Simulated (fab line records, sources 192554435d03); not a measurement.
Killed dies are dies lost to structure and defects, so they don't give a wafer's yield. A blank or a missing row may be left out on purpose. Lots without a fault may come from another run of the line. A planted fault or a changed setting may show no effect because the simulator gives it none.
A struck lot beside a sound one | flow n5_finfet | 24 steps out of a route of 1938
Sound: wafers L247.1, L247.3, L247.6. Struck: wafers L258.3, L258.5, L258.6. The cause comes at the end.
At each step with rows: each side's tool, then ch and its chambers, then its first start. Under that, the readings that differ: sound wafers | struck wafers | difference of the means | sigmas: that difference in standard deviations of wafers without a fault.
alike: readings whose means differ by less than 2 such deviations, and words and numbers that are the same on both sides. not compared: withheld readings, readings that some wafer has no value for, bounds like >300 that may hide the same value, and numbers for which the record gives no deviation and whose values overlap.
The two part at a step that has a row with sigmas, a row that says differs or no value, or rows on one side only. Numbers that don't overlap but have no deviation are shown without sigmas and don't part them. A reading that every wafer of one side lacks parts them only if that side has two wafers or more.

first, 10 steps without rows for these wafers: N5_BEOL_M5_DESCUM_16 (chemistry O2, time 7 s); N5_BEOL_M5_ETCH_72 (etches underlayer in N2/H2, target depth 6.5 nm, time 5.2 s); N5_BEOL_M5_ETCH_61 (etches SiARC in CF4, target depth 15.6 nm, time 26 s); N5_BEOL_M5_ETCH_62 (etches SOC in N2/H2, target depth 75 nm, overetch 15 nm, time 112.5 s); N5_BEOL_M5_STRIP_63 (strips in N2/H2); N5_BEOL_M5_STRIP_73 (strips in N2/H2); N5_BEOL_M5_STRIP_64 (strips in CF4); N5_BEOL_M5_HM_OPEN_17 (chemistry Cl2/BCl3, target TiN, target depth 20 nm, overetch 6 nm); N5_BEOL_M5_STRIP_19 (strips in O2); N5_BEOL_M5_COAT_65 (time 60 s, resist thk 60 nm).
N5_BEOL_M5_COAT_66: time 60 s, resist thk 12 nm.
  sound on litho_track-03 ch 0, day 10 15:25; struck on litho_track-03 ch 0, day 13 06:31
  reading                                    | sound                | struck               | difference | sigmas
  spin_speed_rpm (rpm)                       | 1498.4 1500.8 1499.0 | 1218.0 1215.8 1216.4 | -282.7     | -99 or more
  model.SiARC_of_BEOL_M5_COAT_66.thk_nm (nm) | 12 12 12             | 13.4 13.4 13.4       | +1.4       |
  alike: resist_line_temp_C
then, 9 steps without rows for these wafers: N5_BEOL_M5_COAT_74 (time 60 s, resist thk 5 nm); N5_BEOL_M5_COAT_22 (resist thk 30 nm); N5_BEOL_M5_EBR_24; N5_BEOL_M5_SOFTBAKE_23 (time 60 s); N5_BEOL_M5_EXPOSE_25 (exposes mask V4, defocus 10 nm); N5_BEOL_M5_PEB_26 (peb time 60 s); N5_BEOL_M5_DEVELOP_27 (develop time 30 s); N5_BEOL_M5_DESCUM_33 (chemistry O2, time 7 s); N5_BEOL_M5_ETCH_75 (etches underlayer in N2/H2, target depth 6.5 nm, time 5.2 s).
N5_BEOL_M5_ETCH_67: etches SiARC in CF4, target depth 15.6 nm, time 26 s.
  sound on rie_diel-06 ch 0,1,2, day 10 15:59; struck on rie_diel-02 ch 0,1,2, day 13 07:29
  reading                                      | sound       | struck            | difference | sigmas
  model.etch.depth_nm (nm)                     | 12 11.96 12 | 13.34 13.37 13.36 | +1.37      |
  model.CAR-EUV_of_BEOL_M5_COAT_22.thk_nm (nm) | 11 11.2 11  | 10 10.2 10.2      | -1         |
  alike: chamber_pressure_mTorr, drypump_motor_current_A, etch_rf_on_time_s, oes_product_au, rf_vpp_V, showerhead_plenum_p_Torr, throttle_valve_pct
  not compared: rf_hours_counter_h
N5_BEOL_M5_ETCH_68: etches SOC in N2/H2, target depth 80 nm, overetch 16 nm, time 120 s.
  sound on rie_diel-06 ch 0,1,2, day 10 16:01; struck on rie_diel-02 ch 0,1,2, day 13 07:31
  reading                                    | sound       | struck    | difference | sigmas
  model.SiARC_of_BEOL_M5_COAT_66.thk_nm (nm) | 6.8 6.2 6.4 | 7.6 8 7.4 | +1.2       |
  alike: chamber_pressure_mTorr, drypump_motor_current_A, oes_product_au, rf_vpp_V, showerhead_plenum_p_Torr, throttle_valve_pct
  not compared: rf_hours_counter_h
then, 1 step without rows for these wafers: N5_BEOL_M5_STRIP_69 (strips in N2/H2).
N5_PASSIVATION_PROBE_49:
  the record has rows for the sound wafers here (prober-01, day 15 02:16) and none for the struck ones

WHERE THEY PART
First at N5_BEOL_M5_COAT_66; last, within this record, at N5_PASSIVATION_PROBE_49.

WHY: what the simulator had put in
Process parameter drift: litho_track-03, from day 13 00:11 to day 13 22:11, at N5_BEOL_M5_COAT_66. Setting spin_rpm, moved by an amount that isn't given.
